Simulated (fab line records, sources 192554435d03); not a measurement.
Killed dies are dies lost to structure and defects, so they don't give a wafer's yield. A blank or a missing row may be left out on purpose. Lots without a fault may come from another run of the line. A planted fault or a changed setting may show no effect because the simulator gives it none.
Chamber matching | flow n5_finfet | N5_BEOL_M0_CMP_120 on cmp-02: 4 sister chambers
The step polishes, stops on SiOC, t overpolish 6.9 s. 8 wafers are shown with their chamber, then 7 later ones without.

WAFERS WITH THEIR CHAMBER
wafer  | chamber | motor_current_A (A) | barrier_field_endpoint_s (s)
L080.4 | 1       | 6.7                 | 3.71
L084.2 | 3       | 5.8                 | 3.83
L088.2 | 3       | 5.9                 | 3.46
L087.1 | 0       | 5.2                 | 3.80
L087.2 | 1       | 7.0                 | 3.67
L087.3 | 2       | 5.6                 | 3.76
L089.1 | 2       | 6.2                 | 3.73
L089.4 | 0       | 5.3                 | 3.76

WAFERS WITHOUT THEIR CHAMBER
wafer  | motor_current_A (A) | barrier_field_endpoint_s (s)
L090.2 | 5.0                 | 3.42
L090.3 | 5.9                 | 3.60
L091.1 | 5.8                 | 3.54
L091.2 | 5.1                 | 3.61
L091.3 | 5.9                 | 3.66
L095.2 | 5.3                 | 3.55
L095.4 | 6.9                 | 3.45

WHICH CHAMBER EACH WENT THROUGH
wafer  | from the rows above          | in truth
L090.2 | can't be placed: 0 or 3 or 2 | 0
L090.3 | can't be placed: 3 or 2      | 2
L091.1 | can't be placed: 3 or 2      | 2
L091.2 | can't be placed: 0 or 3      | 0
L091.3 | can't be placed: 3 or 2      | 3
L095.2 | can't be placed: 0 or 3 or 2 | 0
L095.4 | 1                            | 1
Placed correctly: 1 of 7. Can't be placed from these rows: 6 (the true chamber is among the candidates in 6). Placed wrongly: 0.
How it was worked out, from the rows above alone: a wafer's distance from a chamber is the root of the sum, over the readings, of the square of ((its reading less the chamber's mean) divided by the reading's scatter). The wafer belongs to the nearest chamber; if the next one is less than 2 further off, it can't be placed. A chamber's mean is the mean of its shown wafers. The scatter: the root of (the sum of the squares of (reading less its chamber's mean) over the shown wafers, divided by (wafers less chambers)).
